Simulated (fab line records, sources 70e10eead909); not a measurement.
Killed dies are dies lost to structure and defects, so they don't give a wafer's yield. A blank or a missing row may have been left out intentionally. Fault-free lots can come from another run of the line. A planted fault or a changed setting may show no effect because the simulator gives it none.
fab line records | flow nandHarc
[record] lots = 12 | wafers = 36 | lastDay = 32
route steps=1302 shown P_BONDPAD@381 A_ZERO_WELL@404 A_ONON_D1@432 END@1302
lots with no fault: from the same line, run without faults
startH: the number of hours between the record's first day and the start of the first shown wafer of the lot | waitH: hours since the lot's step before | " identical to the entry in the row above | L1.1+2: a single row standing in for several wafers | - either no value or no given start | * or withheld: withheld | < > ~ a bound
route shown NAME@n: NAME is a module with steps in the file, n the number in the route of the first one | usual: average and standard deviation across the fault-free wafers | same: alike in all rows | chamber/n: place in a boat | sites: each site's reading | _std_site: the standard deviation of these | _edge_site: outer sites' mean less inner sites' | radiusMm: how far each site lies from the wafer's centre | mask NAME#n: copy n | behind: the most recent tool/chamber to have shaped the wafer | hold: the reason the lot was held/the length of the hold in hours/how it ended | device: which transistor (n, p or np) failed to switch | end of line: the tests these same wafers got at the end of their route | a step without rows: its recipe alone | killed: count of dies lost to structure and defects at first sort (not the wafer's yield) | map: the dies of a wafer, with x for killed, . for not killed, _ for no die there
set.NAME: setting as actually run; set.NAME@STEP: the setting as run at that earlier step | model.NAME: the simulator's own value behind a step, which no gauge read
route steps across a sampled set of lots; one table per step, one row per wafer
services: when a tool's chamber went out of use (startH, in hours from the record's first day, below 0 if earlier), for how many hours, and the reason
[[steps]]
[step NHARC_P_BONDPAD_THK_MEAS_20]
[recipe] thkMeasGauge = xrf
[usual] thkNm = 161.0/1.4
lot.wafer | tool         | chamber | startH | waitH | thkNm
L745.1    | filmMetro-01 | -       | 132.89 | -     | 159.3
L745.2    | "            | -       | "      | "     | 157.2
L745.4    | "            | -       | "      | "     | 162.7
L747.1    | filmMetro-01 | -       | 150.19 | -     | 159.8
L747.2    | "            | -       | "      | "     | 160.3
L747.4    | "            | -       | "      | "     | 161.3
L746.1    | filmMetro-02 | -       | 151.00 | -     | 158.0
L746.2    | "            | -       | "      | "     | 160.7
L746.5    | "            | -       | "      | "     | 161.8
L748.1    | filmMetro-02 | -       | 163.28 | -     | 160.3
L748.2    | "            | -       | "      | "     | 161.3
L748.4    | "            | -       | "      | "     | 160.5
L752.4    | filmMetro-01 | -       | 209.93 | -     | 160.6
L752.5    | "            | -       | "      | "     | 161.5
L752.6    | "            | -       | "      | "     | 163.5
L755.1    | filmMetro-02 | -       | 237.78 | -     | 163.6
L755.2    | "            | -       | "      | "     | 161.8
L755.6    | "            | -       | "      | "     | 162.3
L758.4    | filmMetro-02 | -       | 263.31 | -     | 162.5
L758.5    | "            | -       | "      | "     | 162.3
L758.6    | "            | -       | "      | "     | 160.0
L761.1    | filmMetro-02 | -       | 298.42 | -     | 160.5
L761.3    | "            | -       | "      | "     | 160.5
L761.4    | "            | -       | "      | "     | 161.4
L764.2    | filmMetro-01 | -       | 330.30 | -     | 159.9
L764.3    | "            | -       | "      | "     | 162.8
L764.6    | "            | -       | "      | "     | 161.8
L765.1    | filmMetro-02 | -       | 335.40 | -     | 160.0
L765.3    | "            | -       | "      | "     | 161.2
L765.4    | "            | -       | "      | "     | 160.1
L766.2    | filmMetro-02 | -       | 347.17 | -     | 160.2
L766.4    | "            | -       | "      | "     | 161.0
L766.5    | "            | -       | "      | "     | 161.4
L767.2    | filmMetro-01 | -       | 355.79 | -     | 161.0
L767.4    | "            | -       | "      | "     | 159.0
L767.6    | "            | -       | "      | "     | 162.1
[step NHARC_A_ZERO_WELL_ETCH_19]
[recipe] targetDepthA = 800 | overetchA = 240 | timeS = 87.88 | ionEnergyEv = 200 | n2FlowSccm = 150 | h2FlowSccm = 150 | arFlowSccm = 0 | rfW = 400 | biasW = 150 | chemistry = N2/H2
[usual] drypumpMotorCurrentA = 5.9/0.32 | oesProductAu = 1.002/0.011 | rfVppV = 432/3.6 | showerheadPlenumPTorr = 2.09/0.13 | throttleValvePct = 14.172/0.009
lot.wafer | tool       | chamber | startH | waitH | drypumpMotorCurrentA | oesProductAu | rfHoursCounterH | rfVppV | showerheadPlenumPTorr | throttleValvePct
L745.2    | rieDiel-04 | 3       | 134.66 | 0.1   | 6.5                  | 0.999        | 24              | 431    | 2.08                  | 14.161
L745.1    | "          | 0       | "      | "     | 5.8                  | 0.988        | 22              | 429    | 1.99                  | 14.165
L745.4    | "          | 2       | "      | "     | 6.4                  | 1.012        | 25              | 429    | 1.98                  | 14.170
L747.2    | rieDiel-12 | 3       | 151.95 | 0.1   | 6.2                  | 1.015        | 1               | 427    | 1.91                  | 14.162
L747.4    | "          | 1       | "      | "     | 5.6                  | 0.998        | 1               | 434    | 2.18                  | 14.172
L747.1    | "          | 2       | "      | "     | 5.6                  | 0.994        | 2               | 432    | 2.16                  | 14.186
L746.2    | rieDiel-12 | 3       | 152.77 | 0.1   | 6.2                  | 1.015        | 2               | 427    | 1.90                  | 14.175
L746.1    | "          | 0       | "      | "     | 5.9                  | 1.000        | 2               | 436    | 2.21                  | 14.185
L746.5    | "          | 0       | "      | "     | 5.9                  | 0.988        | -               | 435    | 2.21                  | 14.177
L748.4    | rieDiel-12 | 3       | 165.05 | 0.1   | 6.2                  | 1.003        | 2               | 426    | 1.90                  | 14.163
L748.1    | "          | 1       | "      | "     | 5.7                  | 0.998        | 2               | 434    | 2.18                  | 14.176
L748.2    | "          | 2       | "      | "     | 5.6                  | 1.002        | 2               | 434    | 2.16                  | 14.174
L752.4    | rieDiel-12 | 3       | 211.68 | 0.1   | 6.2                  | 1.012        | 3               | 427    | 1.90                  | 14.166
L752.6    | "          | 3       | "      | "     | 6.2                  | 1.018        | -               | 427    | 1.90                  | 14.164
L752.5    | "          | 0       | "      | "     | 5.9                  | 0.990        | -               | 433    | 2.21                  | 14.176
L755.1    | rieDiel-12 | 3       | 239.55 | 0.1   | 6.2                  | 1.009        | 4               | 426    | 1.90                  | 14.159
L755.2    | "          | 1       | "      | "     | 5.7                  | 1.000        | 4               | 435    | 2.18                  | 14.169
L755.6    | "          | 3       | "      | "     | 6.2                  | 1.008        | -               | 427    | 1.90                  | 14.167
L758.4    | rieDiel-12 | 3       | 265.06 | 0.1   | 6.2                  | 1.002        | 5               | 427    | 1.90                  | 14.157
L758.5    | "          | 2       | "      | "     | 5.6                  | 0.990        | -               | 433    | 2.16                  | 14.178
L758.6    | "          | 3       | "      | "     | 6.2                  | 1.002        | -               | 425    | 1.90                  | 14.159
L761.4    | rieDiel-12 | 3       | 300.23 | 0.1   | 6.2                  | 0.989        | 1               | 426    | 1.90                  | 14.173
L761.1    | "          | 0       | "      | "     | 5.9                  | 0.990        | 1               | 435    | 2.21                  | 14.180
L761.3    | "          | 1       | "      | "     | 5.6                  | 1.024        | 1               | 435    | 2.18                  | 14.181
L764.2    | rieDiel-12 | 3       | 332.08 | 0.1   | 6.2                  | 0.996        | 2               | 427    | 1.90                  | 14.161
L764.3    | "          | 1       | "      | "     | 5.6                  | 1.024        | 2               | 433    | 2.18                  | 14.164
L764.6    | "          | 3       | "      | "     | 6.2                  | 0.996        | -               | 427    | 1.90                  | 14.165
L765.3    | rieDiel-12 | 2       | 337.04 | 0.1   | 5.6                  | 1.003        | 2               | 433    | 2.16                  | 14.177
L765.4    | "          | 3       | "      | "     | 6.2                  | 0.995        | 2               | 426    | 1.90                  | 14.167
L765.1    | "          | 1       | "      | "     | 5.7                  | 1.019        | 2               | 434    | 2.18                  | 14.171
L766.2    | rieDiel-04 | 2       | 348.79 | 0.1   | 6.4                  | 1.007        | 25              | 428    | 1.97                  | 14.173
L766.4    | "          | 1       | "      | "     | 6.6                  | 1.000        | 28              | 426    | 1.87                  | 14.176
L766.5    | "          | 3       | "      | "     | 6.4                  | 1.016        | -               | 430    | 2.07                  | 14.173
L767.2    | rieDiel-12 | 1       | 357.44 | 0.1   | 5.7                  | 1.018        | 2               | 435    | 2.18                  | 14.174
L767.4    | "          | 0       | "      | "     | 5.9                  | 0.985        | 2               | 434    | 2.21                  | 14.164
L767.6    | "          | 1       | "      | "     | 5.6                  | 1.009        | -               | 434    | 2.18                  | 14.176
[step NHARC_A_ZERO_WELL_RTA_16]
[recipe] tempC = 1000 | timeS = 10
[usual] annealTempCMax = 1005.4/2.5 | lampPowerPct = 30.0/1.2 | lamp_zone_6_pct = 29.9/1.2 | wafer_temp_C_max = 1004.5/1.5
lot.wafer | tool         | chamber | startH | waitH | annealTempCMax | lampPowerPct | lamp_zone_6_pct | wafer_temp_C_max
L745.1    | rtpAnneal-02 | 0       | 135.71 | -     | 1003.7         | 28.8         | 28.8            | 1005.3
L745.2    | "            | 0       | "      | "     | 1003.5         | 28.7         | 28.7            | 1008.0
L745.4    | "            | 0       | "      | "     | 1003.1         | 28.8         | 28.7            | 1004.6
L747.1    | rtpAnneal-01 | 0       | 152.97 | -     | 1007.5         | 31.2         | 31.2            | 1003.1
L747.2    | "            | 0       | "      | "     | 1008.6         | 31.2         | 31.2            | 1003.5
L747.4    | "            | 0       | "      | "     | 1007.8         | 31.2         | 31.2            | 1002.1
L746.1    | rtpAnneal-01 | 0       | 153.79 | -     | 1010.0         | 31.3         | 31.2            | 1003.0
L746.2    | "            | 0       | "      | "     | 1008.5         | 31.3         | 31.2            | 1003.4
L746.5    | "            | 0       | "      | "     | 1008.5         | 31.2         | 31.2            | 1005.1
L748.1    | rtpAnneal-01 | 0       | 166.07 | -     | 1008.9         | 31.2         | 31.2            | 1004.1
L748.2    | "            | 0       | "      | "     | 1007.5         | 31.3         | 31.2            | 1003.8
L748.4    | "            | 0       | "      | "     | 1006.8         | 31.3         | 31.2            | 1002.8
L752.4    | rtpAnneal-01 | 0       | 212.78 | -     | 1004.9         | 31.2         | 31.1            | 1003.6
L752.5    | "            | 0       | "      | "     | 1006.1         | 31.2         | 31.1            | 1003.3
L752.6    | "            | 0       | "      | "     | 1009.4         | 31.1         | 31.1            | 1003.9
L755.1    | rtpAnneal-02 | 0       | 240.56 | -     | 1004.0         | 28.7         | 28.8            | 1006.6
L755.2    | "            | 0       | "      | "     | 1003.0         | 28.8         | 28.7            | 1004.4
L755.6    | "            | 0       | "      | "     | 1002.4         | 28.8         | 28.7            | 1005.7
L758.4    | rtpAnneal-01 | 0       | 266.18 | -     | 1007.4         | 31.2         | 31.2            | 1003.8
L758.5    | "            | 0       | "      | "     | 1007.0         | 31.2         | 31.2            | 1003.9
L758.6    | "            | 0       | "      | "     | 1009.3         | 31.3         | 31.1            | 1003.9
L761.1    | rtpAnneal-02 | 0       | 301.31 | -     | 1002.9         | 28.8         | 28.7            | 1006.8
L761.3    | "            | 0       | "      | "     | 1002.6         | 28.8         | 28.7            | 1005.6
L761.4    | "            | 0       | "      | "     | 1003.2         | 28.8         | 28.7            | 1005.2
L764.2    | rtpAnneal-01 | 0       | 333.12 | -     | 1008.7         | 31.2         | 31.2            | 1003.9
L764.3    | "            | 0       | "      | "     | 1007.5         | 31.2         | 31.2            | 1003.5
L764.6    | "            | 0       | "      | "     | 1006.5         | 31.2         | 31.2            | 1002.0
L765.1    | rtpAnneal-01 | 0       | 338.06 | -     | 1007.0         | 31.2         | 31.1            | 1002.6
L765.3    | "            | 0       | "      | "     | 1006.5         | 31.1         | 31.1            | 1003.0
L765.4    | "            | 0       | "      | "     | 1005.9         | 31.2         | 31.1            | 1003.4
L766.2    | rtpAnneal-01 | 0       | 349.84 | -     | 1007.9         | 31.3         | 31.2            | 1003.6
L766.4    | "            | 0       | "      | "     | 1009.8         | 31.3         | 31.2            | 1003.6
L766.5    | "            | 0       | "      | "     | 1008.1         | 31.2         | 31.2            | 1004.2
L767.2    | rtpAnneal-02 | 0       | 358.49 | -     | 1003.5         | 28.8         | 28.7            | 1006.9
L767.4    | "            | 0       | "      | "     | 1003.0         | 28.8         | 28.8            | 1004.9
L767.6    | "            | 0       | "      | "     | 1003.8         | 28.8         | 28.8            | 1006.2
[step NHARC_A_ONON_D1_DEP_12]
[recipe] targetThkA = 10000 | n2FlowSccm = 2750 | n2oFlowSccm = 2000 | nh3FlowSccm = 500 | sih4FlowSccm = 210 | tempC = 400
lot.wafer  | tool         | chamber | startH | waitH
L745.1+2+4 | pecvdOnon-04 | 0       | 158.26 | 0.1
L747.1+2+4 | pecvdOnon-02 | 0       | 175.62 | 0.1
L746.1+2+5 | pecvdOnon-03 | 0       | 175.63 | 0.1
L748.1+2+4 | pecvdOnon-04 | 0       | 191.34 | 0.1
L752.4+5+6 | pecvdOnon-04 | 0       | 235.72 | 0.2
L755.1+2+6 | pecvdOnon-04 | 0       | 264.37 | 0.1
L758.4+5+6 | pecvdOnon-04 | 0       | 288.78 | 0.2
L761.1+3+4 | pecvdOnon-02 | 0       | 324.16 | 0.1
L764.2+3+6 | pecvdOnon-03 | 0       | 355.66 | 0.1
L765.1+3+4 | pecvdOnon-03 | 0       | 360.96 | 0.1
L766.2+4+5 | pecvdOnon-04 | 0       | 371.90 | 0.1
L767.2+4+6 | pecvdOnon-04 | 0       | 381.45 | 0.1
[step NHARC_A_ONON_D1_THK_MEAS_14]
[recipe] thkMeasGauge = ellipsometry
[usual] thkNm = 1000/11
lot.wafer | tool         | chamber | startH | waitH | thkNm
L745.1    | filmMetro-01 | -       | 158.77 | -     | 999
L745.2    | "            | -       | "      | "     | 997
L745.4    | "            | -       | "      | "     | 998
L747.1    | filmMetro-01 | -       | 176.12 | -     | 996
L747.2    | "            | -       | "      | "     | 997
L747.4    | "            | -       | "      | "     | 997
L746.1    | filmMetro-02 | -       | 176.14 | -     | 1009
L746.2    | "            | -       | "      | "     | 1008
L746.5    | "            | -       | "      | "     | 1006
L748.1    | filmMetro-02 | -       | 191.85 | -     | 997
L748.2    | "            | -       | "      | "     | 998
L748.4    | "            | -       | "      | "     | 997
L752.4    | filmMetro-01 | -       | 236.06 | -     | 1001
L752.5    | "            | -       | "      | "     | 1000
L752.6    | "            | -       | "      | "     | 1001
L755.1    | filmMetro-02 | -       | 264.87 | -     | 1535
L755.2    | "            | -       | "      | "     | 1534
L755.6    | "            | -       | "      | "     | 1531
L758.4    | filmMetro-01 | -       | 289.11 | -     | 1526
L758.5    | "            | -       | "      | "     | 1526
L758.6    | "            | -       | "      | "     | 1526
L761.1    | filmMetro-01 | -       | 324.67 | -     | 994
L761.3    | "            | -       | "      | "     | 993
L761.4    | "            | -       | "      | "     | 993
L764.2    | filmMetro-01 | -       | 356.11 | -     | 999
L764.3    | "            | -       | "      | "     | 998
L764.6    | "            | -       | "      | "     | 999
L765.1    | filmMetro-02 | -       | 361.47 | -     | 1006
L765.3    | "            | -       | "      | "     | 1009
L765.4    | "            | -       | "      | "     | 1008
L766.2    | filmMetro-02 | -       | 372.35 | -     | 984
L766.4    | "            | -       | "      | "     | 985
L766.5    | "            | -       | "      | "     | 986
L767.2    | filmMetro-01 | -       | 381.90 | -     | 987
L767.4    | "            | -       | "      | "     | 986
L767.6    | "            | -       | "      | "     | 987
[step NHARC_END_SORT_01]
[recipe] tempC = 25
[usual] killedAtArray = 55/15 | killedAtOther = 1.0/1.2 | killedAtPeriphery = 3.4/2.2 | killedDies = 59/15 | killedOpen = 3.2/2 | killedShort = 2.5/1.7
[same] grossDies = 677
lot.wafer | tool      | chamber | startH | waitH | killedAtArray | killedAtOther | killedAtPeriphery | killedDies | killedOpen | killedShort
L755.1    | prober-01 | 0       | 677.56 | 2.5   | 671           | 0             | 6                 | 677        | 2          | 6
L755.2    | prober-01 | 0       | 678.37 | 2.8   | 673           | 0             | 4                 | 677        | 1          | 1
L755.6    | prober-01 | 0       | 681.60 | 4.0   | 673           | 0             | 4                 | 677        | 0          | 1
L758.4    | prober-02 | 0       | 691.02 | 3.4   | 671           | 1             | 5                 | 677        | 5          | 3
L758.5    | prober-02 | 0       | 691.82 | 3.7   | 676           | 0             | 1                 | 677        | 1          | 2
L758.6    | prober-02 | 0       | 692.62 | 4.0   | 673           | 2             | 2                 | 677        | 1          | 3
// killed by level:class
L755.1 A_ONON_D1:areaDep=635 A_CHANNEL_HOLE_D2:chamberFilmFlake=12 A_CHANNEL_HOLE_D1:chamberFilmFlake=4 A_DECK1_JOINT:chamberFilmFlake=4 P_GATE:chamberFilmFlake=3 A_CONTACT:chamberFilmFlake=3 A_SLIT:chamberFilmFlake=3 A_WL_FILL:geometricParticle:short=2
L755.2 A_ONON_D1:areaDep=639 A_CHANNEL_HOLE_D2:chamberFilmFlake=15 A_CHANNEL_HOLE_D1:chamberFilmFlake=8 P_M1:chamberFilmFlake=4 A_CONTACT:chamberFilmFlake=3 A_STAIRCASE:chamberFilmFlake=2 A_SLIT:chamberFilmFlake=2 A_CHANNEL_HOLE_D1:geometricParticle:open=1
L755.6 A_ONON_D1:areaDep=643 A_CHANNEL_HOLE_D2:chamberFilmFlake=13 A_CHANNEL_HOLE_D1:chamberFilmFlake=6 A_STAIRCASE:chamberFilmFlake=5 P_GATE:chamberFilmFlake=3 A_SLIT:chamberFilmFlake=3 A_ONON_D2:geometricParticle:short=1 P_M1:chamberFilmFlake=1
L758.4 A_ONON_D1:areaDep=596 A_SLIT:chamberFilmFlake=32 A_CHANNEL_HOLE_D2:chamberFilmFlake=27 A_CHANNEL_HOLE_D1:chamberFilmFlake=4 P_M1:geometricParticle:open=2 A_ONON_D2:geometricParticle:short=2 P_GATE:chamberFilmFlake=2 A_WL_FILL:chamberFilmFlake=2
L758.5 A_ONON_D1:areaDep=622 A_SLIT:chamberFilmFlake=28 A_CHANNEL_HOLE_D1:chamberFilmFlake=8 A_CHANNEL_HOLE_D2:chamberFilmFlake=6 A_STAIRCASE:chamberFilmFlake=5 A_WL_FILL:chamberFilmFlake=2 A_SOURCE_PLATE:geometricParticle:short=1 A_ONON_D2:geometricParticle:open=1
L758.6 A_ONON_D1:areaDep=619 A_SLIT:chamberFilmFlake=24 A_CHANNEL_HOLE_D2:chamberFilmFlake=10 A_WL_FILL:chamberFilmFlake=5 A_CHANNEL_HOLE_D1:chamberFilmFlake=4 A_STAIRCASE:chamberFilmFlake=3 A_CONTACT:chamberFilmFlake=3 THIN_TSV:chamberFilmFlake=2
[[services]]
tool         | chamber | startH | hours | kind
rieDiel-04   | 0       | 110.77 | 3.9   | repair
rieDiel-12   | 0       | 124.90 | -     | clean
rieDiel-12   | 1       | 124.90 | -     | clean
rieDiel-12   | 2       | 124.90 | -     | clean
rieDiel-12   | 3       | 124.90 | -     | clean
pecvdOnon-04 | -       | 130.24 | 13.0  | pm
rieDiel-04   | -       | 146.74 | 0.9   | repair
rieDiel-12   | 0       | 149.40 | -     | clean
rieDiel-12   | 1       | 149.40 | -     | clean
rieDiel-12   | 2       | 149.40 | -     | clean
rieDiel-04   | 3       | 170.10 | 5.6   | repair
rieDiel-04   | -       | 177.90 | 9.0   | pm
pecvdOnon-02 | -       | 185.00 | 13.0  | pm
pecvdOnon-04 | -       | 207.58 | 5.2   | repair
rieDiel-04   | 0       | 222.66 | 3.4   | repair
pecvdOnon-03 | -       | 227.00 | 13.0  | pm
rieDiel-04   | 2       | 254.33 | 22.6  | repair
rieDiel-12   | -       | 268.40 | 9.0   | pm
rieDiel-04   | 0       | 304.76 | 12.0  | repair
pecvdOnon-04 | -       | 311.24 | 13.0  | pm
rieDiel-12   | -       | 314.29 | 0.8   | repair
rieDiel-04   | -       | 354.90 | 9.0   | pm
pecvdOnon-02 | -       | 366.00 | 13.0  | pm
rtpAnneal-01 | -       | 372.00 | 12.0  | pm
[[key]]
[firstSign] step = NHARC_A_ONON_D1_THK_MEAS_14 | reading = thkNm | direction = up | sigmas = 48 | usual = 1000 | struck = 1530
[effect] step = NHARC_END_SORT_01 | reading = killedDies | direction = up | sigmas = 42 | usual = 59 | struck = 677
[moreKillsBornAt] NHARC_A_ONON_D1_DEP_12@pecvdOnon-04 = 3754
metAt NHARC_A_ONON_D1_DEP_12
struckLots L755,L758
laterRowsLeftOut L755.1,L755.2,L755.6,L758.4,L758.5,L758.6
testerLeftOut L755,L758
notActingAt NHARC_P_BONDPAD_THK_MEAS_20,NHARC_A_ZERO_WELL_ETCH_19,NHARC_A_ZERO_WELL_RTA_16
onsetBetween 235.72 264.37
[fault] kind = processParameterDrift | tool = pecvdOnon-04 | chamber = - | onsetH = 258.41 | steps = NHARC_A_ONON_D1_DEP_12 | channel = targetThkA | offset = * | shape = step | endH = 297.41 | actsIn = * | stated = *
// testerLeftOut: of these lots the tester's yield and bins aren't shown, on N5 and GAA mostly nor the transistor test; their killed dies are dies lost to structure and defects alone, not to doping, threshold or leakage, so they don't give the yield
// laterRowsLeftOut: the simulator's readings of these wafers behind a module that went badly wrong aren't trusted and aren't shown, but for the sort
